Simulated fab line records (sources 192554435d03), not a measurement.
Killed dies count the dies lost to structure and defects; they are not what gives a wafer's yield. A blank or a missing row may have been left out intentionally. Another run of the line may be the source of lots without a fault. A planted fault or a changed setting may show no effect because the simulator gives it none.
Matching of chambers + flow n5 finfet + N5_BEOL_M3_PECVD_72 on pecvd-04: 3 sister chambers
The step deposits SiO2 from TEOS/O2, target thk 16 nm, time 18 s. 3 wafers are shown with their chamber, then 9 later ones without.

== WAFERS, EACH WITH ITS CHAMBER ==
| wafer  | chamber | throttle valve pct (%) |
|--------|---------|------------------------|
| L092.1 | 0       | 23.0                   |
| L092.3 | 2       | 21.6                   |
| L092.5 | 1       | 27.4                   |

== WAFERS WITHOUT THEIR CHAMBER ==
| wafer  | throttle valve pct (%) |
|--------|------------------------|
| L094.4 | 27.5                   |
| L094.5 | 22.0                   |
| L094.6 | 23.0                   |
| L095.2 | 22.9                   |
| L095.4 | 22.9                   |
| L095.5 | 27.4                   |
| L097.1 | 21.9                   |
| L097.4 | 23.0                   |
| L097.6 | 22.0                   |

== THE CHAMBER EACH PASSED THROUGH ==
| wafer  | from the rows above | in truth |
|--------|---------------------|----------|
| L094.4 | 1                   | 1        |
| L094.5 | 2                   | 2        |
| L094.6 | 0                   | 0        |
| L095.2 | 0                   | 0        |
| L095.4 | 0                   | 0        |
| L095.5 | 1                   | 1        |
| L097.1 | 2                   | 2        |
| L097.4 | 0                   | 0        |
| L097.6 | 2                   | 2        |
Correctly placed: 9 of 9. Can't be placed from these rows: 0. Placed wrongly: 0.
How it was worked out, from the rows above alone: a wafer's distance from a chamber is the root of the sum, over the readings, of the square of ((its reading less the chamber's mean) divided by the reading's scatter). If the next closest chamber is less than 2 further off than the closest, the wafer can't be placed; otherwise it belongs to the closest. The mean given for a chamber averages the wafers shown for that chamber. The scatter (one wafer shown for each chamber): square how far every hidden wafer sits from the nearest shown wafer, average those squares and take the square root.
